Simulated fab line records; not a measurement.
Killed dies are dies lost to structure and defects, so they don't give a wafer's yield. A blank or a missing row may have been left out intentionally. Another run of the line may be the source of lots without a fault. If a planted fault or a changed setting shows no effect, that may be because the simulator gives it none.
Matching of chambers :: flow n5_finfet :: N5_BEOL_M0_SAQP_SPACER2_ALD_26 on ald_sin-01: 4 sister chambers
The step deposits SiO2, target thk 15 nm, pulse time 1 s, purge time 2 s. 4 wafers are shown with their chamber, then 11 later ones without.

WAFERS, EACH WITH ITS CHAMBER
wafer: L085.4
chamber: 2
heater_power_w (W): 418

wafer: L086.3
chamber: 3
heater_power_w (W): 474

wafer: L086.4
chamber: 0
heater_power_w (W): 431

wafer: L088.1
chamber: 1
heater_power_w (W): 510

WAFERS WITHOUT THEIR CHAMBER
wafer: L088.2
heater_power_w (W): 424

wafer: L088.4
heater_power_w (W): 472

wafer: L090.2
heater_power_w (W): 433

wafer: L090.3
heater_power_w (W): 414

wafer: L090.6
heater_power_w (W): 432

wafer: L093.3
heater_power_w (W): 412

wafer: L093.4
heater_power_w (W): 431

wafer: L093.5
heater_power_w (W): 418

wafer: L096.2
heater_power_w (W): 507

wafer: L096.3
heater_power_w (W): 469

wafer: L096.6
heater_power_w (W): 478

THE CHAMBER EACH PASSED THROUGH
wafer: L088.2
from the rows above: can't be placed: 2 or 0
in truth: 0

wafer: L088.4
from the rows above: 3
in truth: 3

wafer: L090.2
from the rows above: 0
in truth: 0

wafer: L090.3
from the rows above: 2
in truth: 2

wafer: L090.6
from the rows above: 0
in truth: 0

wafer: L093.3
from the rows above: 2
in truth: 2

wafer: L093.4
from the rows above: 0
in truth: 0

wafer: L093.5
from the rows above: 2
in truth: 2

wafer: L096.2
from the rows above: 1
in truth: 1

wafer: L096.3
from the rows above: 3
in truth: 3

wafer: L096.6
from the rows above: 3
in truth: 3
Placed correctly: 10 of 11. Cannot be placed on the basis of these rows: 1; the candidates contain the true chamber in 1. Placed wrongly: 0.
How it was worked out, from the rows above alone: a wafer's distance from a chamber is the root of the sum, over the readings, of the square of ((its reading less the chamber's mean) divided by the reading's scatter). The wafer belongs to the nearest chamber; if the next one is less than 2 further off, it can't be placed. Each chamber's mean is taken over the wafers shown for it. The scatter: root of mean squared gap, hidden wafer to nearest shown wafer, with one shown wafer a chamber.
